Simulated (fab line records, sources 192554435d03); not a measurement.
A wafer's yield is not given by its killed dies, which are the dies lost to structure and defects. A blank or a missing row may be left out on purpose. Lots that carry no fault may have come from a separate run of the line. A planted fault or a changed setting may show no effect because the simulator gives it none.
fab line records + flow n5_finfet
record:
- lots: 12
- wafers: 36
- last_day: 17
route steps=1938 shown BEOL_M5@1181 BEOL_M6@1194 PASSIVATION@1936
lots that met no fault: taken from a fault-free run of the same line
start_h: start of the lot's first displayed wafer, in hours after the record's first day + wait_h: how many hours have passed since the lot's step before this one + " unchanged from the row above + L1.1+2: one row covering several wafers at once + - value missing, or start not given + * or withheld: withheld + < > ~ a bound
route shown NAME@n: NAME is a module with steps in the file, n the number in the route of the first one + usual: mean/standard deviation taken from wafers without a fault + same: alike in all rows + chamber/n: place in a boat + sites: each site's reading + _std_site: standard deviation across them + _edge_site: mean of outer sites minus mean of inner sites + radius_mm: how far each site lies from the wafer's centre + mask NAME#n: copy n + behind: the tool/chamber that last shaped the wafer + hold: what put the lot on hold/how long, in hours/how the hold closed + device: transistor that didn't switch, given as n, p or np + end of line: tests run on the same wafers once the route is complete + a step given without rows: its recipe and nothing more + killed: at the first sort, the dies lost to defects and structure; wafer yield is something else + map: a wafer's dies, marking killed ones x, the rest . and places with no die _
set.NAME: the setting the step ran with; set.NAME@STEP: the setting that earlier step ran with + model.NAME: the simulator's own value behind a step, which no gauge read
one table for each step of the route and one row for each wafer, over a sample of lots
services: when a tool's chamber went out of use (start_h, in hours from the record's first day, below 0 if earlier), for how many hours, and the reason
== steps ==
step: N5_BEOL_M5_SPUTTER_88
recipe:
- material: Cu
- target_thk_a: 150
- temp_c: -20
- chamber_pressure_pa: 0.07
- power_w: withheld
- time_s: 27.62
usual:
- throttle_valve_pct: 29.7/1.1
| lot.wafer | tool           | chamber | start_h | wait_h | throttle_valve_pct |
|-----------|----------------|---------|---------|--------|--------------------|
| L170.1    | pvd_sputter-01 | -       | 181.38  | 0.5    | 29.8               |
| L170.2    | "              | -       | "       | "      | 30.6               |
| L170.3    | "              | -       | "       | "      | 30.1               |
| L171.1    | pvd_sputter-03 | -       | 188.68  | 0.5    | 30.0               |
| L171.2    | "              | -       | "       | "      | 28.8               |
| L171.4    | "              | -       | "       | "      | 28.3               |
| L173.1    | pvd_sputter-02 | -       | 197.80  | 0.5    | 32.0               |
| L173.5    | "              | -       | "       | "      | 28.8               |
| L173.6    | "              | -       | "       | "      | 30.5               |
| L177.1    | pvd_sputter-03 | -       | 218.98  | 0.5    | 29.7               |
| L177.2    | "              | -       | "       | "      | 28.1               |
| L177.6    | "              | -       | "       | "      | 29.5               |
| L178.2    | pvd_sputter-03 | -       | 225.52  | 0.5    | 31.3               |
| L178.5    | "              | -       | "       | "      | 29.7               |
| L178.6    | "              | -       | "       | "      | 28.5               |
| L179.1    | pvd_sputter-02 | -       | 236.17  | 0.5    | 31.4               |
| L179.3    | "              | -       | "       | "      | 28.5               |
| L179.5    | "              | -       | "       | "      | 30.4               |
| L180.1    | pvd_sputter-03 | -       | 240.48  | 0.5    | 29.7               |
| L180.3    | "              | -       | "       | "      | 28.7               |
| L180.6    | "              | -       | "       | "      | 28.8               |
| L181.3    | pvd_sputter-02 | -       | 247.56  | 0.5    | 28.9               |
| L181.4    | "              | -       | "       | "      | 31.7               |
| L181.5    | "              | -       | "       | "      | 28.8               |
| L187.1    | pvd_sputter-02 | -       | 279.80  | 0.5    | 31.9               |
| L187.5    | "              | -       | "       | "      | 28.9               |
| L187.6    | "              | -       | "       | "      | 31.6               |
| L188.1    | pvd_sputter-03 | -       | 289.77  | 0.5    | 31.2               |
| L188.2    | "              | -       | "       | "      | 28.5               |
| L188.3    | "              | -       | "       | "      | 28.0               |
| L190.2    | pvd_sputter-03 | -       | 294.52  | 0.5    | 28.3               |
| L190.4    | "              | -       | "       | "      | 28.6               |
| L190.6    | "              | -       | "       | "      | 31.3               |
| L193.3    | pvd_sputter-02 | -       | 318.94  | 0.5    | 31.5               |
| L193.4    | "              | -       | "       | "      | 28.7               |
| L193.5    | "              | -       | "       | "      | 28.9               |
step: N5_BEOL_M6_ILD_DEP_00
recipe:
- material: SiCOH_lowk
- target_thk_a: 1797.5
- temp_c: 300
- precursor: DEMS/porogen
- pressure_torr: 5
- rf_w: 500
- time_s: 33.4
usual:
- heater_power_outer_w: 150/44
- heater_power_w: 324/63
- showerhead_plenum_p_Torr: 5.743/0.014
- throttle_valve_pct: 13.8/0.8
| lot.wafer | tool     | chamber | start_h | wait_h | heater_power_outer_w | heater_power_w | showerhead_plenum_p_Torr | throttle_valve_pct |
|-----------|----------|---------|---------|--------|----------------------|----------------|--------------------------|--------------------|
| L170.1    | pecvd-01 | 1       | 183.72  | 0.0    | 146                  | 300            | 5.763                    | 14.1               |
| L170.2    | "        | 2       | "       | "      | 148                  | 345            | 5.764                    | 13.3               |
| L170.3    | "        | 0       | "       | "      | 87                   | 238            | 5.747                    | 13.5               |
| L171.1    | pecvd-02 | 1       | 190.88  | 0.0    | 135                  | 295            | 5.741                    | 14.9               |
| L171.2    | "        | 0       | "       | "      | 95                   | 260            | 5.717                    | 14.6               |
| L171.4    | "        | 2       | "       | "      | 224                  | 389            | 5.741                    | 14.5               |
| L173.1    | pecvd-01 | 1       | 200.01  | 0.0    | 128                  | 269            | 5.762                    | 14.1               |
| L173.5    | "        | 1       | "       | "      | 133                  | 285            | 5.770                    | 13.9               |
| L173.6    | "        | 2       | "       | "      | 153                  | 340            | 5.756                    | 13.2               |
| L177.1    | pecvd-01 | 1       | 221.22  | 0.0    | 141                  | 290            | 5.740                    | 14.1               |
| L177.2    | "        | 2       | "       | "      | 125                  | 317            | 5.755                    | 13.5               |
| L177.6    | "        | 0       | "       | "      | 79                   | 229            | 5.759                    | 13.3               |
| L178.2    | pecvd-01 | 0       | 228.01  | 0.0    | 118                  | 281            | 5.731                    | 13.5               |
| L178.5    | "        | 2       | "       | "      | 147                  | 333            | 5.749                    | 13.4               |
| L178.6    | "        | 0       | "       | "      | 118                  | 269            | 5.753                    | 13.5               |
| L179.1    | pecvd-02 | 1       | 238.72  | 0.0    | 157                  | 324            | 5.750                    | 15.0               |
| L179.3    | "        | 0       | "       | "      | 103                  | 278            | 5.742                    | 14.5               |
| L179.5    | "        | 2       | "       | "      | 192                  | 379            | 5.716                    | 12.4               |
| L180.1    | pecvd-02 | 1       | 242.68  | 0.0    | 183                  | 375            | 5.758                    | 14.8               |
| L180.3    | "        | 2       | "       | "      | 246                  | 436            | 5.729                    | 12.4               |
| L180.6    | "        | 1       | "       | "      | 191                  | 367            | 5.742                    | 14.6               |
| L181.3    | pecvd-01 | 1       | 250.05  | 0.0    | 141                  | 296            | 5.750                    | 14.0               |
| L181.4    | "        | 0       | "       | "      | 103                  | 260            | 5.748                    | 13.3               |
| L181.5    | "        | 1       | "       | "      | 146                  | 301            | 5.740                    | 13.6               |
| L187.1    | pecvd-02 | 2       | 282.12  | 0.0    | 212                  | 391            | 5.730                    | 12.6               |
| L187.5    | "        | 2       | "       | "      | 223                  | 402            | 5.729                    | 12.4               |
| L187.6    | "        | 1       | "       | "      | 195                  | 375            | 5.745                    | 14.9               |
| L188.1    | pecvd-02 | 2       | 291.98  | 0.0    | 197                  | 371            | 5.727                    | 12.4               |
| L188.2    | "        | 0       | "       | "      | 103                  | 268            | 5.723                    | 14.6               |
| L188.3    | "        | 1       | "       | "      | 187                  | 382            | 5.760                    | 14.7               |
| L190.2    | pecvd-01 | 2       | 296.77  | 0.0    | 144                  | 327            | 5.757                    | 13.6               |
| L190.4    | "        | 2       | "       | "      | 150                  | 341            | 5.759                    | 13.5               |
| L190.6    | "        | 1       | "       | "      | 141                  | 299            | 5.738                    | 13.8               |
| L193.3    | pecvd-02 | 0       | 321.17  | 0.1    | 91                   | 252            | 5.725                    | 14.6               |
| L193.4    | "        | 2       | "       | "      | 233                  | 414            | 5.724                    | 12.6               |
| L193.5    | "        | 2       | "       | "      | 232                  | 423            | 5.723                    | 12.5               |
step: N5_BEOL_M6_THK_MEAS_01
recipe:
- reads: SiCOH_lowk_of_BEOL_M6_ILD_DEP_00
usual:
- M6_ILD_THK: 155.4/2
| lot.wafer | tool          | chamber | start_h | wait_h | M6_ILD_THK[nm] |
|-----------|---------------|---------|---------|--------|----------------|
| L170.1    | film_metro-02 | -       | 184.30  | 0.4    | 153.6          |
| L170.2    | "             | -       | "       | "      | 156.1          |
| L170.3    | "             | -       | "       | "      | 154.7          |
| L171.1    | film_metro-02 | -       | 191.46  | 0.4    | 155.5          |
| L171.2    | "             | -       | "       | "      | 155.5          |
| L171.4    | "             | -       | "       | "      | 156.4          |
| L173.1    | film_metro-01 | -       | 200.78  | 0.4    | 150.6          |
| L173.5    | "             | -       | "       | "      | 151.7          |
| L173.6    | "             | -       | "       | "      | 152.4          |
| L177.1    | film_metro-02 | -       | 221.80  | 0.4    | 150.8          |
| L177.2    | "             | -       | "       | "      | 153.2          |
| L177.6    | "             | -       | "       | "      | 155.3          |
| L178.2    | film_metro-02 | -       | 230.03  | 1.3    | 155.2          |
| L178.5    | "             | -       | "       | "      | 158.3          |
| L178.6    | "             | -       | "       | "      | 156.6          |
| L179.1    | film_metro-01 | -       | 239.29  | 0.4    | 155.8          |
| L179.3    | "             | -       | "       | "      | 154.7          |
| L179.5    | "             | -       | "       | "      | 155.9          |
| L180.1    | film_metro-02 | -       | 243.30  | 0.4    | 154.6          |
| L180.3    | "             | -       | "       | "      | 155.0          |
| L180.6    | "             | -       | "       | "      | 158.2          |
| L181.3    | film_metro-02 | -       | 250.63  | 0.3    | 153.0          |
| L181.4    | "             | -       | "       | "      | 155.2          |
| L181.5    | "             | -       | "       | "      | 157.1          |
| L187.1    | film_metro-01 | -       | 282.84  | 0.4    | 155.7          |
| L187.5    | "             | -       | "       | "      | 156.9          |
| L187.6    | "             | -       | "       | "      | 158.1          |
| L188.1    | film_metro-01 | -       | 293.03  | 0.8    | 152.9          |
| L188.2    | "             | -       | "       | "      | 154.6          |
| L188.3    | "             | -       | "       | "      | 155.3          |
| L190.2    | film_metro-01 | -       | 297.83  | 0.7    | 153.7          |
| L190.4    | "             | -       | "       | "      | 157.4          |
| L190.6    | "             | -       | "       | "      | 157.6          |
| L193.3    | film_metro-01 | -       | 322.23  | 0.5    | 156.3          |
| L193.4    | "             | -       | "       | "      | 156.2          |
| L193.5    | "             | -       | "       | "      | 157.1          |
step: N5_BEOL_M6_COAT_59
recipe:
- resist: SOC
- temp_c: 250
- time_s: 60
- spin_rpm: 1500
- resist_thk_nm: 100
usual:
- spin_speed_rpm: 1500.1/1
| lot.wafer | tool           | chamber | start_h | wait_h | spin_speed_rpm |
|-----------|----------------|---------|---------|--------|----------------|
| L170.1    | litho_track-01 | 0       | 185.95  | 0.1    | 1500.2         |
| L170.2    | "              | 0       | "       | "      | 1501.5         |
| L170.3    | "              | 0       | "       | "      | 1500.1         |
| L171.1    | litho_track-04 | 0       | 192.03  | 0.1    | 1498.8         |
| L171.2    | "              | 0       | "       | "      | 1498.9         |
| L171.4    | "              | 0       | "       | "      | 1498.6         |
| L173.1    | litho_track-04 | 0       | 201.04  | 0.1    | 1498.7         |
| L173.5    | "              | 0       | "       | "      | 1499.1         |
| L173.6    | "              | 0       | "       | "      | 1499.2         |
| L177.1    | litho_track-04 | 0       | 222.81  | 0.1    | 1499.1         |
| L177.2    | "              | 0       | "       | "      | 1500.1         |
| L177.6    | "              | 0       | "       | "      | 1501.2         |
| L178.2    | litho_track-04 | 0       | 230.27  | 0.1    | 1499.1         |
| L178.5    | "              | 0       | "       | "      | 1499.9         |
| L178.6    | "              | 0       | "       | "      | 1499.8         |
| L179.1    | litho_track-04 | 0       | 240.31  | 0.1    | 1499.8         |
| L179.3    | "              | 0       | "       | "      | 1499.6         |
| L179.5    | "              | 0       | "       | "      | 1500.3         |
| L180.1    | litho_track-01 | 0       | 244.06  | 0.1    | 1499.6         |
| L180.3    | "              | 0       | "       | "      | 1501.0         |
| L180.6    | "              | 0       | "       | "      | 1500.1         |
| L181.3    | litho_track-04 | 0       | 251.84  | 0.1    | 1499.8         |
| L181.4    | "              | 0       | "       | "      | 1501.5         |
| L181.5    | "              | 0       | "       | "      | 1500.4         |
| L187.1    | litho_track-04 | 0       | 283.76  | 0.1    | 1280.3         |
| L187.5    | "              | 0       | "       | "      | 1279.6         |
| L187.6    | "              | 0       | "       | "      | 1281.7         |
| L188.1    | litho_track-04 | 0       | 295.05  | 0.1    | 1280.7         |
| L188.2    | "              | 0       | "       | "      | 1280.4         |
| L188.3    | "              | 0       | "       | "      | 1280.9         |
| L190.2    | litho_track-04 | 0       | 299.47  | 0.1    | 1282.2         |
| L190.4    | "              | 0       | "       | "      | 1281.1         |
| L190.6    | "              | 0       | "       | "      | 1281.1         |
| L193.3    | litho_track-02 | 0       | 323.92  | 0.1    | 1500.6         |
| L193.4    | "              | 0       | "       | "      | 1500.0         |
| L193.5    | "              | 0       | "       | "      | 1502.2         |
step: N5_PASSIVATION_PROBE_49
usual:
- defect_limited_yield: 91.5/1.4
- killed_at_M0_to_M3: 33/10
- killed_at_M4_up: 13/5
- killed_at_contacts: 13/5.6
- killed_at_front_end: 38/12
- killed_at_other: 3.9/2.7
- killed_dies: 100/16
- killed_open: 66/13
- killed_short: 32/7.2
- sort_bin_5_function: 5.0/0.97
- sort_bin_6_memory: 3.2/0.61
- sort_n_pass: 1080/16
- sort_yield_pct: 91.5/1.4
same:
- gross_dies: 1180
- killed_at_back_side: 0
- sort_bin_4_leakage[%]: 0
- sort_bin_8_speed[%]: 0
| lot.wafer | tool      | chamber | start_h | wait_h | defect_limited_yield[%] | killed_at_M0_to_M3 | killed_at_M4_up | killed_at_contacts | killed_at_front_end | killed_at_other | killed_dies | killed_open | killed_short | sort_bin_5_function[%] | sort_bin_6_memory[%] | sort_n_pass | sort_yield_pct[%] |
|-----------|-----------|---------|---------|--------|-------------------------|--------------------|-----------------|--------------------|---------------------|-----------------|-------------|-------------|--------------|------------------------|----------------------|-------------|-------------------|
| L181.3    | prober-02 | -       | 336.39  | 0.1    | 91.6                    | 46                 | 8               | 1                  | 42                  | 2               | 99          | 50          | 48           | 5.4                    | 2.7                  | 1081        | 91.6              |
| L181.5    | prober-02 | -       | 336.49  | 0.2    | 91.4                    | 39                 | 16              | 9                  | 28                  | 10              | 102         | 75          | 25           | 5.3                    | 3.1                  | 1078        | 91.4              |
| L187.1    | prober-01 | -       | 379.30  | 0.0    | 91.2                    | 29                 | 8               | 26                 | 32                  | 9               | 104         | 77          | 25           | 5.3                    | 3.5                  | 1076        | 91.2              |
| L187.5    | prober-01 | -       | 379.50  | 0.2    | 93.1                    | 45                 | 6               | 9                  | 15                  | 6               | 81          | 51          | 29           | 4.1                    | 2.5                  | 1099        | 93.1              |
| L187.6    | prober-01 | -       | 379.55  | 0.3    | 90.5                    | 44                 | 11              | 17                 | 32                  | 8               | 112         | 66          | 41           | 5.3                    | 3.9                  | 1068        | 90.5              |
killed by level:class
L181.3 BEOL_M0_SAQP:geometric_particle:short=14 GATE_CUT:geometric_particle:short=12 BEOL_M0_SAQP:geometric_particle:open=10 FIN_SAQP:geometric_particle:open=5 FIN_SAQP:geometric_particle:short=5 SPACER0:geometric_particle:short=5 BEOL_M2:geometric_particle:open=5 BEOL_M3:geometric_particle:open=5
L181.5 BEOL_M0_SAQP:geometric_particle:open=16 MOL_CONTACT_COAG:geometric_particle:open=8 BEOL_M0_SAQP:geometric_particle:short=8 FIN_SAQP:geometric_particle:open=6 BEOL_M2:geometric_particle:open=6 BEOL_M5:geometric_particle:open=5 STI_FIN_REVEAL:geometric_particle:open=4 SPACER0:geometric_particle:open=4
L187.1 MOL_CONTACT_COAG:geometric_particle:open=24 STI_FIN_REVEAL:geometric_particle:open=16 BEOL_M0_SAQP:geometric_particle:open=8 BEOL_M0_SAQP:geometric_particle:short=7 BEOL_M1:geometric_particle:open=5 DUMMY_GATE:geometric_particle:open=5 BEOL_M2:geometric_particle:short=3 FIN_SAQP:geometric_particle:short=2
L187.5 BEOL_M1:geometric_particle:open=17 BEOL_M0_SAQP:geometric_particle:short=9 MOL_CONTACT_COAG:geometric_particle:open=6 BEOL_M0_SAQP:geometric_particle:open=5 DUMMY_GATE:geometric_particle:open=4 BEOL_M1:geometric_particle:short=4 MOL_CONTACT_COAG:geometric_particle:short=3 STARTING-WAFER:geometric_particle:short=3
L187.6 BEOL_M1:geometric_particle:open=17 MOL_CONTACT_COAG:geometric_particle:open=15 BEOL_M0_SAQP:geometric_particle:short=12 GATE_CUT:geometric_particle:short=6 DUMMY_GATE:geometric_particle:open=5 BEOL_M2:geometric_particle:open=5 STARTING-WAFER:geometric_particle:short=4 STI_FIN_REVEAL:geometric_particle:open=3
== services ==
| tool           | chamber | start_h | hours | kind                          |
|----------------|---------|---------|-------|-------------------------------|
| pecvd-02       | 2       | 202.38  | -     | clean                         |
| pecvd-02       | 2       | 202.38  | -     | consumable_replace:showerhead |
| pecvd-02       | 2       | 202.38  | 29.0  | scheduled_down                |
| pecvd-02       | 2       | 202.38  | 29.0  | vent_cycle                    |
| pecvd-01       | 2       | 232.62  | 4.2   | repair                        |
| pecvd-02       | 2       | 252.90  | 2.1   | scheduled_down                |
| pecvd-02       | 0       | 261.04  | 21.4  | repair                        |
| litho_track-01 | -       | 281.54  | -     | consumable_replace:filter     |
| pecvd-02       | 2       | 292.28  | 5.5   | scheduled_down                |
| pecvd-02       | 1       | 319.14  | 5.5   | scheduled_down                |
== key ==
first_sign:
- step: N5_BEOL_M6_COAT_59
- reading: spin_speed_rpm
- direction: down
- sigmas: 99+
- usual: *
- struck: *
effect none on later readings
met_at N5_BEOL_M6_COAT_59
struck_lots L187,L188,L190
not_acting_at N5_BEOL_M5_SPUTTER_88,N5_BEOL_M6_ILD_DEP_00,N5_BEOL_M6_THK_MEAS_01
onset_between 251.84 283.76
fault:
- kind: process_parameter_drift
- tool: litho_track-04
- chamber: -
- onset_h: 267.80
- steps: N5_BEOL_M6_COAT_59
- channel: spin_rpm
- offset: *
- shape: step
- end_h: 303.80
- acts_in: *
- stated: *
